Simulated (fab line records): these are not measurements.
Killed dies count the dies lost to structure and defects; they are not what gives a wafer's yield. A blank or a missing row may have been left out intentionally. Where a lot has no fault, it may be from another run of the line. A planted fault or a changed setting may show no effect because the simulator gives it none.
Which tool is to blame? || flow nand_harc || 7 lots with 20 wafers sampled at 2 steps, on a route of 1302 steps

WHAT THE GAUGES SHOWED, per wafer
NHARC_A_DECK1_JOINT_THK_MEAS_17: measures by ellipsometry.
{"lot": "L713", "measured": "day 13 01:23", "on": "film_metro-02", "thk_nm (nm)": "44.2 45.6 45.9"}
{"lot": "L722", "measured": "day 16 12:37", "on": "film_metro-02", "thk_nm (nm)": "28.7 46.2"}
{"lot": "L726", "measured": "day 17 07:46", "on": "film_metro-02", "thk_nm (nm)": "44.0 45.4 45.6"}
{"lot": "L727", "measured": "day 18 12:02", "on": "film_metro-02", "thk_nm (nm)": "46.2 46.2 44.8"}
{"lot": "L732", "measured": "day 20 11:15", "on": "film_metro-02", "thk_nm (nm)": "47.0 44.1 46.9"}
{"lot": "L734", "measured": "day 21 00:42", "on": "film_metro-02", "thk_nm (nm)": "45.9 44.2 47.7"}
{"lot": "L736", "measured": "day 22 05:35", "on": "film_metro-02", "thk_nm (nm)": "43.3 45.9 44.6"}

TOOL THAT RAN EACH LOT (tool first, then ch and the chambers of the sampled wafers, then the start)
{"lot": "L713", "NHARC_A_DECK1_JOINT_DEP_16": "pecvd-04 ch 0,1,2, day 13 01:08"}
{"lot": "L722", "NHARC_A_DECK1_JOINT_DEP_16": "pecvd-01 ch 0,2, day 16 12:20"}
{"lot": "L726", "NHARC_A_DECK1_JOINT_DEP_16": "pecvd-04 ch 0,1,2, day 17 07:31"}
{"lot": "L727", "NHARC_A_DECK1_JOINT_DEP_16": "pecvd-04 ch 0,1,2, day 18 11:49"}
{"lot": "L732", "NHARC_A_DECK1_JOINT_DEP_16": "pecvd-01 ch 0,1,2, day 20 10:59"}
{"lot": "L734", "NHARC_A_DECK1_JOINT_DEP_16": "pecvd-01 ch 0,1,2, day 21 00:25"}
{"lot": "L736", "NHARC_A_DECK1_JOINT_DEP_16": "pecvd-02 ch 2, day 22 04:58"}
- NHARC_A_DECK1_JOINT_DEP_16: deposits SiO2, target thk 45 nm.

THE ANSWER, worked out from the rows above alone
Rule: usual is defined by the lots themselves. The widest of any qualifying gaps counts: lots, ordered by their means at a reading, are off when they make up no more than a third of the lots, leave a main group of 4 or more, and stand apart from it by 3 or more times the standard deviation of that group's means. If all means in a main group match to the digits the tables above print for the reading, that group is not used. Also off: a lot with no number at a reading for which 4 or more lots have one. All remaining lots with rows at the step are treated as sound.
Off, at NHARC_A_DECK1_JOINT_THK_MEAS_17 on thk_nm: L722. Mean 45.4 nm and standard deviation 0.51 in the main group.
A tool fits if, at a process step before that reading, it ran every lot that is off, and no sound lot after the first of them. Gauges at NHARC_A_DECK1_JOINT_THK_MEAS_17: tried the same way as those tools. Not one of the candidates tried fits.

WHAT THE SIMULATOR HAD PUT IN
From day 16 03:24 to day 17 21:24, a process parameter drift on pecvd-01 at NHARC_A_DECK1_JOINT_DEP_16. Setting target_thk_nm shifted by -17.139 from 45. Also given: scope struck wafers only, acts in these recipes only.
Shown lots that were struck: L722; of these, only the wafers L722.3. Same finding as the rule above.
